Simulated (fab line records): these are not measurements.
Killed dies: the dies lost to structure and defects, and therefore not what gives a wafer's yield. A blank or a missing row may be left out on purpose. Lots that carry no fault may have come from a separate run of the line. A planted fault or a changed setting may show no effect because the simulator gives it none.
fab line records	flow nand-harc	part 1 of 2: steps 1 to 21 of 27
record lots=5	wafers=15	last-day=33
route steps=1302 shown A_ONON_D1@447 A_CHANNEL_HOLE_D1@450
lots that met no fault: taken from a fault-free run of the same line
start-h: hours from the record's opening day to when the first of the lot's shown wafers began	wait-h: hours from the lot's prior step to this one	" as in the row above	L1.1+2: one row covering several wafers at once	- either no value or no given start	* or withheld: withheld	< > ~ a bound
route shown NAME@n: names a module that has steps shown in the file, with the first one's number in the route	usual: mean/standard deviation taken from wafers without a fault	same: alike in all rows	chamber/n: place in a boat	sites: readings site by site	_std_site: the standard deviation of these	_edge_site: the outer-site mean with the inner-site mean subtracted	radius-mm: for every site, how far away it sits from the centre of the wafer	mask NAME#n: copy n	behind: tool/chamber where the wafer was last shaped	hold: the reason the lot was held/the length of the hold in hours/how it ended	device: the n, p or np transistor that did not switch	end of line: the tests these same wafers got at the end of their route	a step with no rows: only its recipe	killed: the dies lost at the first sort to structure and to defects; this is not the yield of the wafer	map: dies across one wafer; x = killed, . = not, _ = none there
set.NAME: the setting that was run; set.NAME@STEP: the one run at that earlier step	model.NAME: the simulator's own value behind a step, which no gauge read
certain route steps with their lots: each step a table, each wafer a row
services: when a tool's chamber went out of use (start-h, in hours from the record's first day, below 0 if earlier), for how many hours, and the reason
## steps
# step NHARC_A_ONON_D1_THK_MEAS_34
# recipe thk-meas-gauge=ellipsometry
# usual thk-nm=199.6/3
lot.wafer	tool	chamber	start-h	wait-h	thk-nm
L074.1	film-metro-01	-	179.58	-	194.2
L074.2	"	-	"	"	191.8
L074.6	"	-	"	"	193.9
L077.4	film-metro-01	-	206.47	-	200.4
L077.5	"	-	"	"	201.0
L077.6	"	-	"	"	200.8
L086.1	film-metro-01	-	290.38	-	200.5
L086.4	"	-	"	"	200.0
L086.6	"	-	"	"	204.3
L094.2	film-metro-01	-	379.20	-	194.4
L094.5	"	-	"	"	201.2
L094.6	"	-	"	"	201.4
L096.2	film-metro-02	-	398.76	-	194.2
L096.5	"	-	"	"	199.7
L096.6	"	-	"	"	198.8
# step NHARC_A_ONON_D1_INSPECT_32
# usual raw-defect-count=79/27
lot.wafer	tool	chamber	start-h	wait-h	raw-defect-count
L074.1	defect-inspect-01	-	179.66	0.0	48
L074.2	"	-	"	"	72
L074.6	"	-	"	"	74
L077.4	defect-inspect-02	-	206.53	0.0	103
L077.5	"	-	"	"	113
L077.6	"	-	"	"	89
L086.1	defect-inspect-02	-	290.47	0.0	75
L086.4	"	-	"	"	112
L086.6	"	-	"	"	62
L094.2	defect-inspect-02	-	379.28	0.1	66
L094.5	"	-	"	"	84
L094.6	"	-	"	"	52
L096.2	defect-inspect-02	-	398.84	0.0	93
L096.5	"	-	"	"	97
L096.6	"	-	"	"	103
# step NHARC_A_CHANNEL_HOLE_D1_DEP_00
# recipe target-thk-a=31000	temp-c=400	material=aC
# usual throttle-valve-pct=34.999/0.0088
lot.wafer	tool	chamber	start-h	wait-h	throttle-valve-pct
L074.1	acl-dep-01	0	179.73	0.1	35.005
L074.2	"	0	"	"	35.001
L074.6	"	0	181.33	1.7	34.998
L077.4	acl-dep-02	0	211.79	5.3	34.994
L077.5	"	0	"	"	35.007
L077.6	"	0	"	"	35.005
L086.1	acl-dep-02	0	294.11	3.6	35.013
L086.4	"	0	"	"	35.001
L086.6	"	0	"	"	34.997
L094.2	acl-dep-02	0	386.53	7.3	35.006
L094.5	"	0	"	"	35.006
L094.6	"	0	"	"	34.994
L096.2	acl-dep-03	0	399.23	0.4	35.014
L096.5	"	0	"	"	35.013
L096.6	"	0	"	"	34.994
# step NHARC_A_CHANNEL_HOLE_D1_DEP_01
# recipe target-thk-a=1400	target-thk-nm=140	temp-c=400	pressure-torr=3.5	flow-sccm=200	rf-w=350	material=SiON
# usual heater-power-w=792/73
lot.wafer	tool	chamber	start-h	wait-h	heater-power-w
L074.2	pecvd-03	2	181.69	1.3	810
L074.1	"	0	"	"	778
L074.6	"	0	"	"	814
L077.6	pecvd-02	2	212.84	0.1	761
L077.5	"	0	"	"	867
L077.4	"	1	"	"	787
L086.1	pecvd-03	0	296.02	1.6	795
L086.4	"	0	"	"	817
L086.6	"	2	"	"	885
L094.2	pecvd-01	2	388.20	1.4	882
L094.5	"	0	"	"	735
L094.6	"	1	"	"	564
L096.2	pecvd-01	1	400.91	1.4	681
L096.6	"	0	"	"	868
L096.5	"	1	"	"	688
# step NHARC_A_CHANNEL_HOLE_D1_DEHYDRATE_02
# recipe temp-c=150	time-s=120
# usual exhaust-pa=45.2/0.86
lot.wafer	tool	chamber	start-h	wait-h	exhaust-pa
L074.1	litho-track-01	0	181.94	0.2	45.3
L074.2	"	0	"	"	46.1
L074.6	"	0	"	"	46.6
L077.4	litho-track-04	0	213.02	0.1	44.8
L077.5	"	0	"	"	44.1
L077.6	"	0	"	"	45.4
L086.1	litho-track-06	0	296.29	0.2	46.3
L086.4	"	0	"	"	46.2
L086.6	"	0	"	"	46.4
L094.2	litho-track-06	0	388.42	0.2	45.3
L094.5	"	0	"	"	47.6
L094.6	"	0	"	"	45.7
L096.2	litho-track-01	0	401.22	0.3	44.7
L096.5	"	0	"	"	44.6
L096.6	"	0	"	"	44.5
# step NHARC_A_CHANNEL_HOLE_D1_HMDS_03
# recipe time-s=30
# usual exhaust-pa=45.0/0.88
lot.wafer	tool	chamber	start-h	wait-h	exhaust-pa
L074.1	litho-track-01	0	-	-	45.8
L074.2	"	0	"	"	44.0
L074.6	"	0	"	"	44.9
L077.4	litho-track-04	0	-	-	43.1
L077.5	"	0	"	"	44.3
L077.6	"	0	"	"	45.2
L086.1	litho-track-06	0	-	-	45.1
L086.4	"	0	"	"	45.9
L086.6	"	0	"	"	45.3
L094.2	litho-track-06	0	-	-	45.6
L094.5	"	0	"	"	44.8
L094.6	"	0	"	"	44.5
L096.2	litho-track-01	0	-	-	46.4
L096.5	"	0	"	"	45.9
L096.6	"	0	"	"	46.7
# step NHARC_A_CHANNEL_HOLE_D1_COAT_36
# recipe temp-c=260	time-s=75
# usual exhaust-pa=45.1/0.92
lot.wafer	tool	chamber	start-h	wait-h	exhaust-pa
L074.1	litho-track-01	0	-	-	44.8
L074.2	"	0	"	"	45.4
L074.6	"	0	"	"	44.6
L077.4	litho-track-04	0	-	-	45.4
L077.5	"	0	"	"	44.8
L077.6	"	0	"	"	44.4
L086.1	litho-track-06	0	-	-	44.8
L086.4	"	0	"	"	45.0
L086.6	"	0	"	"	44.7
L094.2	litho-track-06	0	-	-	46.2
L094.5	"	0	"	"	45.0
L094.6	"	0	"	"	45.1
L096.2	litho-track-01	0	-	-	43.9
L096.5	"	0	"	"	44.4
L096.6	"	0	"	"	43.0
# step NHARC_A_CHANNEL_HOLE_D1_COAT_37
# recipe temp-c=225	time-s=65
# usual exhaust-pa=45.2/0.97
lot.wafer	tool	chamber	start-h	wait-h	exhaust-pa
L074.1	litho-track-01	0	-	-	46.1
L074.2	"	0	"	"	44.9
L074.6	"	0	"	"	44.1
L077.4	litho-track-04	0	-	-	43.7
L077.5	"	0	"	"	44.2
L077.6	"	0	"	"	43.0
L086.1	litho-track-06	0	-	-	45.4
L086.4	"	0	"	"	46.9
L086.6	"	0	"	"	46.3
L094.2	litho-track-06	0	-	-	46.0
L094.5	"	0	"	"	45.1
L094.6	"	0	"	"	45.4
L096.2	litho-track-01	0	-	-	44.2
L096.5	"	0	"	"	43.9
L096.6	"	0	"	"	43.7
# step NHARC_A_CHANNEL_HOLE_D1_COAT_04
# recipe spin-rpm=1500	resist-thk-nm=90
# usual exhaust-pa=45.1/0.84	spin-speed-rpm=1500.0/1
lot.wafer	tool	chamber	start-h	wait-h	exhaust-pa	spin-speed-rpm
L074.1	litho-track-01	0	-	-	45.6	1501.0
L074.2	"	0	"	"	45.6	1501.5
L074.6	"	0	"	"	45.1	1500.1
L077.4	litho-track-04	0	-	-	44.1	1500.5
L077.5	"	0	"	"	45.8	1501.5
L077.6	"	0	"	"	45.0	1498.9
L086.1	litho-track-06	0	-	-	44.3	1499.5
L086.4	"	0	"	"	45.2	1501.1
L086.6	"	0	"	"	46.0	1501.4
L094.2	litho-track-06	0	-	-	44.9	1501.7
L094.5	"	0	"	"	43.5	1499.7
L094.6	"	0	"	"	45.3	1501.5
L096.2	litho-track-01	0	-	-	44.9	1499.8
L096.5	"	0	"	"	45.9	1499.5
L096.6	"	0	"	"	45.2	1500.9
# step NHARC_A_CHANNEL_HOLE_D1_SOFTBAKE_05
# recipe temp-c=105	time-s=55
# usual exhaust-pa=45.0/0.9
lot.wafer	tool	chamber	start-h	wait-h	exhaust-pa
L074.1	litho-track-01	0	-	-	45.3
L074.2	"	0	"	"	44.8
L074.6	"	0	"	"	44.6
L077.4	litho-track-04	0	-	-	43.5
L077.5	"	0	"	"	44.5
L077.6	"	0	"	"	43.7
L086.1	litho-track-06	0	-	-	45.1
L086.4	"	0	"	"	45.2
L086.6	"	0	"	"	45.5
L094.2	litho-track-06	0	-	-	44.6
L094.5	"	0	"	"	45.5
L094.6	"	0	"	"	45.0
L096.2	litho-track-01	0	-	-	45.7
L096.5	"	0	"	"	45.8
L096.6	"	0	"	"	46.6
# step NHARC_A_CHANNEL_HOLE_D1_EBR_06
# usual exhaust-pa=45.0/0.99
lot.wafer	tool	chamber	start-h	wait-h	exhaust-pa
L074.1	litho-track-01	0	-	-	44.0
L074.2	"	0	"	"	44.5
L074.6	"	0	"	"	44.5
L077.4	litho-track-04	0	-	-	46.7
L077.5	"	0	"	"	46.6
L077.6	"	0	"	"	45.6
L086.1	litho-track-06	0	-	-	45.5
L086.4	"	0	"	"	44.3
L086.6	"	0	"	"	43.4
L094.2	litho-track-06	0	-	-	46.5
L094.5	"	0	"	"	45.2
L094.6	"	0	"	"	45.9
L096.2	litho-track-01	0	-	-	44.2
L096.5	"	0	"	"	43.9
L096.6	"	0	"	"	44.7
# step NHARC_A_CHANNEL_HOLE_D1_EXPOSE_07
# recipe na=1.35	target-cd-nm=100	sigma-outer=0.3	dose-mj=59.65	mask-id=HOLE_D1
lot.wafer	tool	chamber	start-h	wait-h	mask
L074.1+2+6	arfi-scanner-03	0	182.12	-	HOLE_D1#0
L077.4+5+6	arfi-scanner-01	0	213.35	-	HOLE_D1#0
L086.1+4+6	arfi-scanner-02	0	296.61	-	HOLE_D1#0
L094.2+5+6	arfi-scanner-02	0	388.73	-	HOLE_D1#0
L096.2+5+6	arfi-scanner-03	0	401.54	-	HOLE_D1#0
# step NHARC_A_CHANNEL_HOLE_D1_PEB_08
# recipe peb-temp-c=100	peb-time-s=65
# usual exhaust-pa=44.9/0.96
# same peb-time-s=65
lot.wafer	tool	chamber	start-h	wait-h	exhaust-pa
L074.1	litho-track-01	0	182.18	0.1	46.1
L074.2	"	0	"	"	43.9
L074.6	"	0	"	"	44.9
L077.4	litho-track-06	0	213.40	0.0	44.6
L077.5	"	0	"	"	43.8
L077.6	"	0	"	"	43.6
L086.1	litho-track-01	0	296.67	0.1	44.9
L086.4	"	0	"	"	43.4
L086.6	"	0	"	"	44.8
L094.2	litho-track-01	0	388.79	0.1	45.5
L094.5	"	0	"	"	44.6
L094.6	"	0	"	"	44.9
L096.2	litho-track-04	0	401.59	0.1	44.5
L096.5	"	0	"	"	45.6
L096.6	"	0	"	"	44.7
# step NHARC_A_CHANNEL_HOLE_D1_DEVELOP_09
# recipe develop-time-s=35	dev-temp-c=23
# usual exhaust-pa=44.9/0.85
lot.wafer	tool	chamber	start-h	wait-h	exhaust-pa
L074.1	litho-track-01	0	-	-	44.2
L074.2	"	0	"	"	43.6
L074.6	"	0	"	"	44.0
L077.4	litho-track-06	0	-	-	44.7
L077.5	"	0	"	"	44.7
L077.6	"	0	"	"	45.4
L086.1	litho-track-01	0	-	-	44.9
L086.4	"	0	"	"	45.2
L086.6	"	0	"	"	44.3
L094.2	litho-track-01	0	-	-	44.6
L094.5	"	0	"	"	45.3
L094.6	"	0	"	"	44.9
L096.2	litho-track-04	0	-	-	44.0
L096.5	"	0	"	"	45.3
L096.6	"	0	"	"	44.5
# step NHARC_A_CHANNEL_HOLE_D1_CD_MEAS_10
# recipe target-cd-nm=100	landing-energy-ev=500
# usual cd-nm=100.0/0.46
# same landing-energy-ev=500
lot.wafer	tool	chamber	start-h	wait-h	cd-nm
L074.1	cd-sem-02	0	182.26	-	100.3
L074.2	"	0	"	"	100.9
L074.6	"	0	"	"	100.0
L077.4	cd-sem-03	0	213.48	-	99.7
L077.5	"	0	"	"	100.1
L077.6	"	0	"	"	99.7
L086.1	cd-sem-01	0	296.74	-	100.5
L086.4	"	0	"	"	100.0
L086.6	"	0	"	"	100.5
L094.2	cd-sem-01	0	388.87	-	99.6
L094.5	"	0	"	"	99.9
L094.6	"	0	"	"	99.9
L096.2	cd-sem-03	0	401.67	-	100.4
L096.5	"	0	"	"	99.7
L096.6	"	0	"	"	100.1
# step NHARC_A_CHANNEL_HOLE_D1_OVL_MEAS_11
# usual overlay-x-nm=0.0/0.8	overlay-y-nm=-0.4/0.84
lot.wafer	tool	chamber	start-h	wait-h	overlay-x-nm	overlay-y-nm
L074.1	overlay-01	-	182.35	-	0.9	-0.4
L074.2	"	-	"	"	1.2	-1.1
L074.6	"	-	"	"	1.5	-0.9
L077.4	overlay-01	-	213.56	-	-0.4	0.7
L077.5	"	-	"	"	-0.6	0.7
L077.6	"	-	"	"	-0.5	0.4
L086.1	overlay-01	-	296.83	-	-0.3	-1.5
L086.4	"	-	"	"	-0.4	-1.8
L086.6	"	-	"	"	-0.1	-1.5
L094.2	overlay-02	-	388.96	-	0.5	-0.6
L094.5	"	-	"	"	-0.1	-0.4
L094.6	"	-	"	"	0.1	-0.8
L096.2	overlay-02	-	401.76	-	0.1	0.8
L096.5	"	-	"	"	0.2	1.0
L096.6	"	-	"	"	-0.6	1.2
# step NHARC_A_CHANNEL_HOLE_D1_INSPECT_12
# usual raw-defect-count=5.3/2.7
lot.wafer	tool	chamber	start-h	wait-h	raw-defect-count
L074.1	defect-inspect-02	-	182.39	0.0	3
L074.2	"	-	"	"	3
L074.6	"	-	"	"	4
L077.4	defect-inspect-01	-	213.60	0.0	5
L077.5	"	-	"	"	11
L077.6	"	-	"	"	5
L086.1	defect-inspect-01	-	296.87	0.0	5
L086.4	"	-	"	"	11
L086.6	"	-	"	"	8
L094.2	defect-inspect-02	-	388.99	0.0	6
L094.5	"	-	"	"	6
L094.6	"	-	"	"	2
L096.2	defect-inspect-02	-	401.80	0.0	5
L096.5	"	-	"	"	11
L096.6	"	-	"	"	3
# step NHARC_A_CHANNEL_HOLE_D1_DESCUM_15
# recipe time-s=3	o2-flow-sccm=200	ar-flow-sccm=0	bias-power-w=0	chemistry=O2
# usual drypump-motor-current-A=5.8/0.47	oes-product-au=1.003/0.0091	rf-vpp-V=57.5/0.85	showerhead-plenum-p-Torr=1.89/0.093	throttle-valve-pct=11.311/0.0098
lot.wafer	tool	chamber	start-h	wait-h	drypump-motor-current-A	oes-product-au	rf-hours-counter-h	rf-vpp-V	showerhead-plenum-p-Torr	throttle-valve-pct
L074.2	rie-diel-05	1	182.46	0.1	6.1	0.995	41	57.9	1.78	11.312
L074.1	"	2	"	"	5.8	1.009	45	56.5	1.89	11.317
L074.6	"	0	"	"	5.6	1.016	-	56.4	1.78	11.321
L077.4	rie-diel-01	0	213.68	0.1	5.6	1.007	0	56.1	1.91	11.315
L077.5	"	1	"	"	6.5	0.993	-	57.1	1.82	11.321
L077.6	"	2	"	"	5.1	0.997	-	57.0	1.81	11.306
L086.4	rie-diel-01	1	296.93	0.1	6.5	0.996	6	57.2	1.82	11.308
L086.1	"	2	"	"	5.1	0.993	7	56.5	1.81	11.307
L086.6	"	2	"	"	5.1	0.997	-	58.5	1.81	11.291
L094.2	rie-diel-13	2	389.05	0.1	5.8	1.021	15	57.8	2.05	11.313
L094.6	"	2	"	"	5.7	1.003	-	58.1	2.05	11.313
L094.5	"	3	"	"	5.9	1.009	-	57.0	1.79	11.316
L096.2	rie-diel-13	1	401.86	0.1	6.6	1.015	22	57.4	2.03	11.319
L096.6	"	1	"	"	6.6	1.023	-	59.5	2.03	11.311
L096.5	"	2	"	"	5.7	1.008	-	57.1	2.05	11.320
# step NHARC_A_CHANNEL_HOLE_D1_ETCH_38
# recipe target-depth-a=390	over-etch-frac=0.3	time-s=65	ion-energy-ev=80	cf4-flow-sccm=150	ar-flow-sccm=0	rf-w=300	bias-w=100	chemistry=CF4
# usual drypump-motor-current-A=5.8/0.48	oes-product-au=1.002/0.0096	rf-vpp-V=150.9/1.3	showerhead-plenum-p-Torr=1.74/0.079	throttle-valve-pct=13.282/0.009
# same over-etch-frac=0.3
lot.wafer	tool	chamber	start-h	wait-h	drypump-motor-current-A	oes-product-au	rf-hours-counter-h	rf-vpp-V	showerhead-plenum-p-Torr	throttle-valve-pct
L074.1	rie-diel-05	1	182.56	0.1	6.2	1.001	41	149.6	1.65	13.288
L074.2	"	2	"	"	5.8	1.020	45	151.0	1.75	13.300
L074.6	"	2	"	"	5.8	1.025	-	151.8	1.75	13.279
L077.4	rie-diel-01	1	213.75	0.1	6.5	0.994	0	151.1	1.69	13.280
L077.6	"	0	"	"	5.6	0.995	-	151.7	1.77	13.284
L077.5	"	1	"	"	6.5	0.992	-	150.4	1.69	13.269
L086.1	rie-diel-01	2	297.02	0.1	5.1	0.996	7	149.4	1.68	13.272
L086.4	"	0	"	"	5.7	1.003	6	149.5	1.76	13.293
L086.6	"	1	"	"	6.5	1.011	-	150.6	1.69	13.276
L094.2	rie-diel-13	3	389.14	0.1	5.9	1.006	8	150.1	1.66	13.300
L094.5	"	3	"	"	5.9	0.995	-	150.2	1.66	13.277
L094.6	"	0	"	"	5.6	1.004	-	151.0	1.67	13.292
L096.2	rie-diel-13	0	401.96	0.1	5.6	0.995	22	148.9	1.67	13.277
L096.5	"	1	"	"	6.6	1.014	-	152.8	1.87	13.295
L096.6	"	2	"	"	5.8	0.994	-	151.9	1.89	13.287
# step NHARC_A_CHANNEL_HOLE_D1_ETCH_39
# recipe target-depth-a=2600	over-etch-frac=0.3	time-s=325	ion-energy-ev=200	n2-flow-sccm=150	h2-flow-sccm=150	ar-flow-sccm=0	rf-w=400	bias-w=150	chemistry=N2/H2
# usual drypump-motor-current-A=5.7/0.44	oes-product-au=1.002/0.01	rf-vpp-V=429.7/3	showerhead-plenum-p-Torr=2.01/0.1	throttle-valve-pct=14.171/0.0088
# same over-etch-frac=0.3
lot.wafer	tool	chamber	start-h	wait-h	drypump-motor-current-A	oes-product-au	rf-hours-counter-h	rf-vpp-V	showerhead-plenum-p-Torr	throttle-valve-pct
L074.2	rie-diel-05	1	-	-	6.2	1.011	41	426.0	1.89	14.158
L074.1	"	2	"	"	5.8	1.023	45	429.3	2.01	14.170
L074.6	"	0	"	"	5.6	1.015	-	426.3	1.90	14.184
L077.4	rie-diel-01	0	-	-	5.7	0.996	0	430.0	2.04	14.181
L077.5	"	0	"	"	5.7	0.995	-	430.3	2.04	14.176
L077.6	"	1	"	"	6.5	0.988	-	428.9	1.94	14.183
L086.1	rie-diel-01	1	-	-	6.5	0.995	6	427.1	1.94	14.164
L086.4	"	2	"	"	5.1	0.981	7	427.4	1.93	14.168
L086.6	"	0	"	"	5.7	1.007	-	430.7	2.03	14.173
L094.2	rie-diel-13	3	-	-	5.9	1.006	8	428.2	1.90	14.170
L094.6	"	2	"	"	5.7	0.992	-	434.3	2.19	14.188
L094.5	"	3	"	"	5.9	1.004	-	426.6	1.90	14.172
L096.2	rie-diel-13	3	-	-	5.9	0.990	11	425.4	1.90	14.171
L096.6	"	3	"	"	5.9	0.987	-	426.3	1.90	14.166
L096.5	"	0	"	"	5.6	0.992	-	426.7	1.92	14.187
# step NHARC_A_CHANNEL_HOLE_D1_ETCH_34
# recipe target-depth-a=1540	time-s=77	cf4-flow-sccm=100	chf3-flow-sccm=30	ar-flow-sccm=0	rf-w=500	bias-w=200	chemistry=CF4/CHF3
# usual drypump-motor-current-A=5.8/0.46	oes-product-au=0.957/0.021	rf-vpp-V=370.0/2.6	showerhead-plenum-p-Torr=1.55/0.073	throttle-valve-pct=16.801/0.0092
lot.wafer	tool	chamber	start-h	wait-h	drypump-motor-current-A	oes-product-au	rf-hours-counter-h	rf-vpp-V	showerhead-plenum-p-Torr	throttle-valve-pct
L074.2	rie-diel-05	2	-	-	5.8	0.927	46	371.2	1.55	16.821
L074.1	"	1	"	"	6.2	0.959	41	365.8	1.47	16.809
L074.6	"	1	"	"	6.1	0.964	-	367.7	1.47	16.804
L077.4	rie-diel-01	2	-	-	5.2	0.944	0	368.1	1.50	16.801
L077.6	"	0	"	"	5.6	0.971	-	370.1	1.57	16.791
L077.5	"	1	"	"	6.5	0.959	-	367.5	1.50	16.812
L086.4	rie-diel-01	0	-	-	5.6	0.980	6	371.1	1.57	16.789
L086.1	"	1	"	"	6.5	0.955	6	368.5	1.50	16.812
L086.6	"	1	"	"	6.5	0.947	-	367.9	1.50	16.801
L094.2	rie-diel-13	3	-	-	5.9	0.964	8	367.3	1.48	16.792
L094.6	"	3	"	"	5.9	0.955	-	366.7	1.48	16.799
L094.5	"	0	"	"	5.6	0.966	-	367.9	1.49	16.798
L096.2	rie-diel-13	0	-	-	5.6	0.950	22	368.9	1.49	16.806
L096.5	"	1	"	"	6.6	0.968	-	373.2	1.67	16.799
L096.6	"	2	"	"	5.7	0.950	-	374.5	1.68	16.811
